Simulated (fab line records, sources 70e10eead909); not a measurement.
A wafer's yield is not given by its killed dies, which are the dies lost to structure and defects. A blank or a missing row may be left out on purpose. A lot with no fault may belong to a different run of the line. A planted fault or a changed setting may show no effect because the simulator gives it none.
Which tool is to blame? ; flow nandHarc ; 14 lots, 42 wafers sampled, at 5 steps of a route of 1302

WHAT EACH GAUGE READ, for each wafer
NHARC_END_SORT_01. Usual: killedAtArray 59, standard deviation 19; killedAtOther 1.0, standard deviation 1.1; killedAtPeriphery 3.8, standard deviation 2.4; killedDies 64, standard deviation 19; killedOpen 3.3, standard deviation 2; killedShort 2.4, standard deviation 1.6.
lot;measured;on;killedAtArray;killedAtOther;killedAtPeriphery;killedDies;killedOpen;killedShort;flag
L808;day 26 21:00;prober-02;75 101 82;0 1 0;7 1 2;82 103 84;6 3 3;1 3 3;

WHAT TOOL EACH LOT RAN ON (gives the tool, then ch and the chambers of the sampled wafers, and finally the start)
lot;NHARC_A_SLIT_ETCH_26;NHARC_A_SLIT_STRIP_18;NHARC_A_WL_FILL_STRIP_27;NHARC_A_WL_FILL_CVD_23
L805;harEtch-01 ch 0,1, day 20 06:55;rieDiel-12 ch 0,1,2, day 20 16:43 or earlier;plasmaAsher-01 ch 0,1, day 20 16:43;lpcvdPoly-03 ch 0, day 21 07:10
L806;harEtch-01 ch 0,1, day 20 10:45;rieDiel-06 ch 1,3, day 20 21:26 or earlier;plasmaAsher-01 ch 1, day 20 21:26;lpcvdPoly-01 ch 0, day 21 09:59
L808;harEtch-01 ch 0,1, day 21 03:33;rieDiel-01 ch 1,3, day 21 13:22 or earlier;plasmaAsher-02 ch 0,1, day 21 13:22;lpcvdPoly-02 ch 0, day 23 08:14
L810;harEtch-02 ch 1, day 22 06:33;rieDiel-06 ch 0,3, day 22 16:29 or earlier;plasmaAsher-02 ch 0,1, day 22 16:29;lpcvdPoly-03 ch 0, day 24 11:13
L811;harEtch-01 ch 0,1, day 22 07:16;rieDiel-12 ch 2,3, day 22 16:31 or earlier;plasmaAsher-01 ch 0,1, day 22 16:31;lpcvdPoly-03 ch 0, day 23 05:13
L812;harEtch-02 ch 0,1, day 24 05:32;rieDiel-12 ch 0,3, day 24 15:21 or earlier;plasmaAsher-01 ch 1, day 24 15:21;lpcvdPoly-02 ch 0, day 25 05:47
L815;harEtch-02 ch 0,1, day 24 17:18;rieDiel-06 ch 0,2,3, day 25 03:28 or earlier;plasmaAsher-02 ch 0,1, day 25 03:28;lpcvdPoly-02 ch 0, day 26 22:20
L819;harEtch-01 ch 0,1, day 26 13:36;rieDiel-12 ch 1,3, day 26 23:28 or earlier;plasmaAsher-01 ch 0, day 26 23:28;lpcvdPoly-02 ch 0, day 27 13:14
L821;harEtch-02 ch 0,1, day 26 23:44;rieDiel-06 ch 1,2,3, day 27 08:57 or earlier;plasmaAsher-02 ch 0,1, day 27 08:57;lpcvdPoly-03 ch 0, day 27 21:44
L822;harEtch-01 ch 0,1, day 27 14:50;rieDiel-12 ch 0,3, day 28 00:36 or earlier;plasmaAsher-02 ch 0,1, day 28 00:36;lpcvdPoly-01 ch 0, day 28 12:55
L824;harEtch-02 ch 0,1, day 27 22:35;rieDiel-06 ch 1,2, day 28 09:35 or earlier;plasmaAsher-01 ch 0,1, day 28 09:35;lpcvdPoly-03 ch 0, day 28 22:26
L825;harEtch-02 ch 0,1, day 28 18:10;rieDiel-01 ch 0,1,3, day 29 04:07 or earlier;plasmaAsher-02 ch 0,1, day 29 04:07;lpcvdPoly-02 ch 0, day 29 18:29
L827;harEtch-01 ch 0,1, day 29 10:10;rieDiel-06 ch 1,2,3, day 29 19:53 or earlier;plasmaAsher-01 ch 0,1, day 29 19:53;lpcvdPoly-02 ch 0, day 30 08:14
L828;harEtch-01 ch 0,1, day 29 14:01;rieDiel-01 ch 0,1,3, day 29 23:47 or earlier;plasmaAsher-02 ch 0,1, day 29 23:47;lpcvdPoly-01 ch 0, day 30 14:34
- NHARC_A_SLIT_ETCH_26: etches the open film in C4F8/O2/Ar, time 90 s, target depth 400 nm.
- NHARC_A_SLIT_STRIP_18: strips in O2.
- NHARC_A_WL_FILL_STRIP_27: strips in N2/H2, time 20 s.
- NHARC_A_WL_FILL_CVD_23: deposits poly-Si, target thk 40 nm, time 800 s.

AS READ BY THE TOOLS THEMSELVES (means over the sampled wafers that have a number; for cases with no such wafer, the mark the record gives instead)
NHARC_A_SLIT_ETCH_26. Usual: drypumpMotorCurrentA 5.9 A, standard deviation 0.52; showerheadPlenumPTorr 3.73 Torr, standard deviation 0.17; throttleValvePct 27.619 %, standard deviation 0.0085.
lot;tool;drypumpMotorCurrentA (A);showerheadPlenumPTorr (Torr);throttleValvePct (%);flag
L805;harEtch-01;5.7;3.65;27.622;
L806;harEtch-01;5.7;3.64;27.615;
L808;harEtch-01;6.1;3.60;27.609;
L810;harEtch-02;5.6;3.94;27.609;
L811;harEtch-01;5.7;3.63;27.622;
L812;harEtch-02;6.0;3.92;27.613;
L815;harEtch-02;6.1;3.92;27.625;
L819;harEtch-01;5.7;3.60;27.613;
L821;harEtch-02;5.8;3.90;27.631;
L822;harEtch-01;5.7;3.59;27.624;
L824;harEtch-02;5.8;3.89;27.624;
L825;harEtch-02;5.8;3.88;27.626;
L827;harEtch-01;5.7;3.58;27.620;
L828;harEtch-01;6.1;3.54;27.610;

NHARC_A_SLIT_STRIP_18. Usual: drypumpMotorCurrentA 6.0 A, standard deviation 0.36; oesProductAu 1.003 a.u., standard deviation 0.0097; rfVppV 57.6 V, standard deviation 0.84; showerheadPlenumPTorr 3.45 Torr, standard deviation 0.16; throttleValvePct 17.036 %, standard deviation 0.0089.
lot;tool;drypumpMotorCurrentA (A);oesProductAu (a.u.);rfVppV (V);showerheadPlenumPTorr (Torr);throttleValvePct (%);flag
L805;rieDiel-12;6.2;1.003;58.1;3.54;17.032;
L806;rieDiel-06;5.6;0.994;57.8;3.32;17.030;
L808;rieDiel-01;6.3;1.002;57.9;3.46;17.035;
L810;rieDiel-06;5.8;1.021;56.9;3.33;17.034;
L811;rieDiel-12;6.5;1.002;56.8;3.57;17.037;
L812;rieDiel-12;6.3;0.993;57.5;3.67;17.037;
L815;rieDiel-06;5.8;1.008;57.6;3.33;17.040;
L819;rieDiel-12;6.3;0.993;58.3;3.59;17.034;
L821;rieDiel-06;5.7;0.996;57.1;3.32;17.035;
L822;rieDiel-12;6.3;0.996;58.6;3.66;17.042;
L824;rieDiel-06;5.8;1.003;57.5;3.33;17.042;
L825;rieDiel-01;6.1;1.011;57.1;3.47;17.038;
L827;rieDiel-06;5.7;1.001;57.1;3.32;17.024;
L828;rieDiel-01;6.0;0.996;58.4;3.47;17.031;

NHARC_A_WL_FILL_STRIP_27. Usual: drypumpMotorCurrentA 5.6 A, standard deviation 0.46; heaterPowerW 327 W, standard deviation 20; tempC 250.00 C, standard deviation 0.18.
lot;tool;drypumpMotorCurrentA (A);heaterPowerW (W);tempC (C);flag
L805;plasmaAsher-01;5.2;333;250.17;
L806;plasmaAsher-01;5.3;349;249.73;
L808;plasmaAsher-02;6.1;319;250.07;
L810;plasmaAsher-02;6.1;322;250.10;
L811;plasmaAsher-01;5.1;316;250.11;
L812;plasmaAsher-01;5.3;343;249.80;
L815;plasmaAsher-02;6.1;317;249.75;
L819;plasmaAsher-01;5.1;309;250.07;
L821;plasmaAsher-02;6.1;320;249.85;
L822;plasmaAsher-02;6.1;338;250.10;
L824;plasmaAsher-01;5.2;325;249.99;
L825;plasmaAsher-02;6.1;341;250.05;
L827;plasmaAsher-01;5.2;334;250.17;
L828;plasmaAsher-02;6.1;324;250.14;

NHARC_A_WL_FILL_CVD_23. Usual: pressureMtorr reads 199.9 mTorr (standard deviation 0.37).
lot;tool;pressureMtorr (mTorr);flag
L805;lpcvdPoly-03;199.3;
L806;lpcvdPoly-01;200.0;
L808;lpcvdPoly-02;200.2;
L810;lpcvdPoly-03;200.0;
L811;lpcvdPoly-03;200.0;
L812;lpcvdPoly-02;200.1;
L815;lpcvdPoly-02;199.8;
L819;lpcvdPoly-02;200.1;
L821;lpcvdPoly-03;199.8;
L822;lpcvdPoly-01;200.1;
L824;lpcvdPoly-03;200.0;
L825;lpcvdPoly-02;200.0;
L827;lpcvdPoly-02;199.8;
L828;lpcvdPoly-01;199.4;

THE ANSWER, worked out from the rows above alone
Rule: take the mean of a lot's wafers that have a number; if it is more than 3 standard deviations from the usual mean, the lot is off. A lot without any number at a reading at which 4 lots or more have one is off too. All remaining lots with rows at the step are treated as sound. Order of review: gauges by route order, followed by the tools' own readings, for which a lot's mean as printed above is used. The first step at which some lot is off is used, and at that step the reading that is off furthest; a lot without a number counts as furthest.
No lot is off at any reading shown: from this, nothing can be told.

WHAT THE SIMULATOR HAD INSERTED
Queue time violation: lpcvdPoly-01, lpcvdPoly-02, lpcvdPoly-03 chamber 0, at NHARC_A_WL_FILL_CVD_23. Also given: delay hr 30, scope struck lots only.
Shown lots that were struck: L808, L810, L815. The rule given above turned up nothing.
